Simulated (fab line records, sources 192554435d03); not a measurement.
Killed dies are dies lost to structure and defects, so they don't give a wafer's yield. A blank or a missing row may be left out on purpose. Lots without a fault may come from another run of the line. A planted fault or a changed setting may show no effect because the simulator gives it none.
Split-lot experiment | flow n5_finfet | 7 lots, 21 wafers read, on a route of 1938 steps

THE SPLIT
At N5_BEOL_M1_ETCH_64 (etches SOC in N2/H2, target depth 75 nm, overetch 15 nm, time 112.5 s), the setting source_w was moved away from the recipe's 840 W on 7 of the 21 wafers read, by -14.0% to +14.1%. The other wafers ran this setting at the recipe's value.

The reading is taken at the split's own step.

THE READING
rf_vpp_V, in V, at N5_BEOL_M1_ETCH_64 (etches SOC in N2/H2, target depth 75 nm, overetch 15 nm, time 112.5 s). Fault-free wafers of this fab line usually give 525.0 V, standard deviation 2.9 V.

wafer  | tool, chamber at the split | source_w as run, W | against the recipe | rf_vpp_V, V | against lot-mates on the recipe
L076.1 | rie_diel-03, 3             | 840                | recipe             | 523.0       | -
L076.3 | rie_diel-03, 1             | 840                | recipe             | 522.8       | -
L076.5 | rie_diel-03, 0             | 840                | recipe             | 520.4       | -
L077.1 | rie_diel-05, 3             | 840                | recipe             | 522.4       | -
L077.2 | rie_diel-05, 2             | 722.7              | -14.0%             | 555.1       | +32.7
L077.6 | rie_diel-05, 3             | 722.7              | -14.0%             | 549.6       | +27.2
L079.4 | rie_diel-04, 0             | 840                | recipe             | 523.7       | -
L079.5 | rie_diel-04, 3             | 907                | +8.0%              | 513.0       | -10.7
L079.6 | rie_diel-04, 2             | 907                | +8.0%              | 506.4       | -17.3
L081.1 | rie_diel-03, 2             | 885.5              | +5.4%              | 517.5       | -10.0
L081.5 | rie_diel-03, 0             | 885.5              | +5.4%              | 512.4       | -15.1
L081.6 | rie_diel-03, 2             | 840                | recipe             | 527.5       | -
L082.2 | rie_diel-03, 1             | 840                | recipe             | 524.1       | -
L082.3 | rie_diel-03, 0             | 840                | recipe             | 520.4       | -
L082.5 | rie_diel-03, 0             | 840                | recipe             | 519.9       | -
L087.1 | rie_diel-03, 0             | 840                | recipe             | 521.1       | -
L087.2 | rie_diel-03, 2             | 958.6              | +14.1%             | 503.3       | -18.2
L087.4 | rie_diel-03, 3             | 840                | recipe             | 521.9       | -
L086.1 | rie_diel-05, 0             | 840                | recipe             | 528.4       | -
L086.2 | rie_diel-05, 3             | 840                | recipe             | 521.4       | -
L086.4 | rie_diel-05, 2             | 840                | recipe             | 527.9       | -

THE FIT
A straight line over all 21 wafers: rf_vpp_V changes by -1.82 V for each +1% of source_w; r = -0.96; the points scatter about the line by 3.3 V.
The same after taking each lot's own level away (the mean of its wafers on the recipe; 21 wafers): -1.88 V for each +1%; r = -0.97; scatter 3.2 V.
On that fit, the largest move of source_w shifts the reading by 27 V.
The lots' own levels span 521.47 to 527.50 V, that is 2.1 times the standard deviation above.
So the lot-to-lot level changes the slope little: the two slopes agree.
Check: with one of the wafers moved furthest among these (+14.1%) left out of the fit, the line predicts -29.1 V for it against its lot-mates. It came out at -18.2 V against them.
Tool readings at the split's step, against how far the setting was moved: rf_vpp_V r = -0.96.

OTHER SPLITS ON THESE WAFERS
These wafers also went through other splits before the reading. Each is held against what the fit with the lots' levels taken away leaves over:
other split on the same wafers       | wafers away from the commonest value | r with rf_vpp_V (lot level and that fit taken away)
N5_GATE_CUT_EXPOSE_10 dose_mj        | 5                                    | -0.48
N5_GATE_CUT_DESCUM_18 time_s         | 8                                    | -0.17
N5_MOL_CONTACT_COAG_ETCH_67 source_w | 4                                    | -0.05
N5_BEOL_M0_SAQP_EXPOSE_11 dose_mj    | 9                                    | -0.09
N5_BEOL_M0_CUTY_COAT_50 spin_rpm     | 8                                    | -0.16
N5_BEOL_M0_CUTY_EXPOSE_54 dose_mj    | 5                                    | -0.53

THE FILE'S OWN FIT
rf_vpp_V changes by -1.76 V for each +1% of source_w, r = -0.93.
